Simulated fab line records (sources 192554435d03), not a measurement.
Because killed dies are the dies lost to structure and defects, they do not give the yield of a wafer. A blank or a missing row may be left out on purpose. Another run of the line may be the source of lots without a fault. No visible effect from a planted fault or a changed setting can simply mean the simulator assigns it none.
Matching of chambers ; flow n5_finfet ; pecvd-03 running N5_BEOL_M6_PECVD_70: 3 sister chambers
The step deposits SiO2 from TEOS/O2, target thk 20 nm, time 22.7 s. 16 wafers are shown with their chamber, then 8 later ones without.

## WAFERS WITH THEIR CHAMBER
wafer;chamber;showerhead_plenum_p_Torr (Torr);throttle_valve_pct (%);heater_power_w (W)
L074.1;2;8.78;21.1;806
L074.2;1;8.72;23.3;820
L074.5;1;8.71;23.5;818
L084.1;0;8.87;21.9;689
L084.2;1;8.73;23.3;897
L084.6;1;8.71;23.3;906
L088.1;1;8.72;23.4;877
L088.4;2;8.75;19.5;698
L088.5;1;8.72;23.6;862
L092.2;1;8.73;23.8;944
L092.4;2;8.76;19.8;700
L092.6;1;8.69;23.1;938
L091.1;1;8.74;23.0;972
L091.4;0;8.88;22.0;685
L091.5;1;8.74;23.3;975
L094.1;0;8.90;22.1;713

SIGNATURES, as means of the wafers listed above
reading;chamber 0;chamber 1;chamber 2;scatter within a chamber
showerhead_plenum_p_Torr;8.8833;8.7210;8.7633;0.0153
throttle_valve_pct;22.000;23.360;20.133;0.387
heater_power_w;695.67;900.90;734.67;53.6
Rule: a wafer lies at a distance from a chamber equal to the root of the sum of squares, over the readings, of (its reading less the chamber's mean, divided by the reading's scatter). If the next closest chamber is less than 2 further off than the closest, the wafer can't be placed; otherwise it belongs to the closest. The scatter: take each reading less its chamber's mean, square it, sum over the shown wafers, divide by the number of wafers less the number of chambers, and take the root.

## WAFERS MISSING THEIR CHAMBER
wafer;showerhead_plenum_p_Torr (Torr);throttle_valve_pct (%);heater_power_w (W)
L094.2;8.76;19.7;795
L094.6;8.88;22.0;575
L095.3;8.70;23.3;873
L095.5;8.73;23.4;868
L095.6;8.89;22.1;614
L096.1;8.76;19.7;731
L096.4;8.87;22.2;645
L096.6;8.75;20.0;747

## WHICH CHAMBER EACH WENT THROUGH
wafer;from the rows above;in truth
L094.2;2;2
L094.6;0;0
L095.3;1;1
L095.5;1;1
L095.6;0;0
L096.1;2;2
L096.4;0;0
L096.6;2;2
Placed correctly: 8 of 8. Not placeable from these rows: 0. 0 placed wrongly.
